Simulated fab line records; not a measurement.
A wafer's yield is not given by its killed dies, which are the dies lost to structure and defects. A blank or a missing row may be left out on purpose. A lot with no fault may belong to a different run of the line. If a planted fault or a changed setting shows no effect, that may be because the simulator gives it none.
Chamber matching ; flow n5Finfet ; rieDiel-06 running N5_BEOL_M11_ETCH_62: 4 sister chambers
The step etches SOC in N2/H2, target depth 110 nm, overetch 22 nm, time 165 s. 20 wafers are shown with their chamber, then 10 later ones without.

== EACH WAFER AND ITS CHAMBER ==
wafer;chamber;showerheadPlenumPTorr (Torr);drypumpMotorCurrentA (A);rfVppV (V)
L076.2;1;2.70;6.4;527.9
L076.4;0;2.44;5.8;521.5
L076.5;2;2.51;5.8;521.5
L083.3;3;2.49;6.0;522.2
L083.4;1;2.69;6.4;527.5
L083.5;3;2.49;6.0;522.7
L081.3;0;2.44;5.8;521.1
L081.5;3;2.49;5.9;522.4
L081.6;0;2.44;5.8;520.8
L080.1;0;2.44;5.8;521.1
L080.5;3;2.48;6.0;522.5
L080.6;0;2.44;5.8;520.8
L087.1;3;2.48;6.0;522.6
L087.2;0;2.43;5.8;521.9
L087.3;2;2.50;5.9;520.6
L088.1;3;2.48;6.0;520.4
L088.2;0;2.43;5.8;520.6
L088.6;2;2.50;5.9;522.5
L091.1;0;2.43;5.8;522.3
L091.2;2;2.50;5.9;522.1

SIGNATURES, as means of the wafers listed above
reading;chamber 0;chamber 1;chamber 2;chamber 3;scatter within a chamber
showerheadPlenumPTorr;2.4363;2.6950;2.5025;2.4850;0.00538
drypumpMotorCurrentA;5.800;6.400;5.875;5.983;0.0315
rfVppV;521.263;527.700;521.675;522.133;0.722
Rule: a wafer lies at a distance from a chamber equal to the root of the sum of squares, over the readings, of (its reading less the chamber's mean, divided by the reading's scatter). The wafer belongs to the nearest chamber; if the next one is less than 2 further off, it can't be placed. The scatter is the square root of a quotient: the sum, over the shown wafers, of each reading's squared deviation from its chamber's mean, divided by wafers minus chambers.

== WAFERS MISSING THEIR CHAMBER ==
wafer;showerheadPlenumPTorr (Torr);drypumpMotorCurrentA (A);rfVppV (V)
L091.3;2.69;6.3;527.9
L092.2;2.68;6.4;527.6
L092.4;2.50;5.9;523.0
L092.6;2.50;5.9;523.2
L094.4;2.68;6.3;526.8
L094.5;2.43;5.8;518.9
L094.6;2.68;6.3;527.7
L096.1;2.68;6.4;526.1
L096.2;2.48;6.0;522.5
L096.5;2.68;6.3;527.3

== WHICH CHAMBER EACH ONE RAN IN ==
wafer;from the rows above;in truth
L091.3;1;1
L092.2;1;1
L092.4;can't be placed: 2 or 3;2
L092.6;can't be placed: 2 or 3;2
L094.4;1;1
L094.5;0;0
L094.6;1;1
L096.1;1;1
L096.2;3;3
L096.5;1;1
Placed correctly: 8 of 10. Cannot be placed on the basis of these rows: 2; the candidates contain the true chamber in 2. Placed wrongly: 0.
